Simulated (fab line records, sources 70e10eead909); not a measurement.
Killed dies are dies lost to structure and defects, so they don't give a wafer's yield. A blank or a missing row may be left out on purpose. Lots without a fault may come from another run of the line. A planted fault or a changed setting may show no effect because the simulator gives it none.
Chamber matching | flow nand_harc | NHARC_P_M0_PRE_CLEAN_31 on pecvd-04: 3 sister chambers
The step time 12 s. 5 wafers are shown with their chamber, then 8 later ones without.

WAFERS WITH THEIR CHAMBER
wafer  | chamber | heater_power_outer_w (W) | heater_power_w (W)
L074.3 | 1       | 298                      | 514
L082.2 | 2       | 431                      | 662
L082.4 | 2       | 412                      | 686
L083.5 | 0       | 330                      | 544
L087.1 | 0       | 276                      | 470

WAFERS WITHOUT THEIR CHAMBER
wafer  | heater_power_outer_w (W) | heater_power_w (W)
L087.3 | 349                      | 590
L087.5 | 273                      | 478
L088.3 | 337                      | 546
L088.4 | 341                      | 554
L088.6 | 304                      | 493
L091.2 | 341                      | 552
L091.3 | 312                      | 516
L091.6 | 459                      | 733

WHICH CHAMBER EACH WENT THROUGH
wafer  | from the rows above          | in truth
L087.3 | can't be placed: 1 or 0 or 2 | 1
L087.5 | can't be placed: 1 or 0      | 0
L088.3 | can't be placed: 0 or 1      | 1
L088.4 | can't be placed: 0 or 1      | 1
L088.6 | can't be placed: 0 or 1      | 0
L091.2 | can't be placed: 0 or 1      | 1
L091.3 | can't be placed: 0 or 1      | 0
L091.6 | 2                            | 2
Placed correctly: 1 of 8. Can't be placed from these rows: 7 (the true chamber is among the candidates in 7). Placed wrongly: 0.
How it was worked out, from the rows above alone: a wafer's distance from a chamber is the root of the sum, over the readings, of the square of ((its reading less the chamber's mean) divided by the reading's scatter). The wafer belongs to the nearest chamber; if the next one is less than 2 further off, it can't be placed. A chamber's mean is the mean of its shown wafers. The scatter: the root of (the sum of the squares of (reading less its chamber's mean) over the shown wafers, divided by (wafers less chambers)).
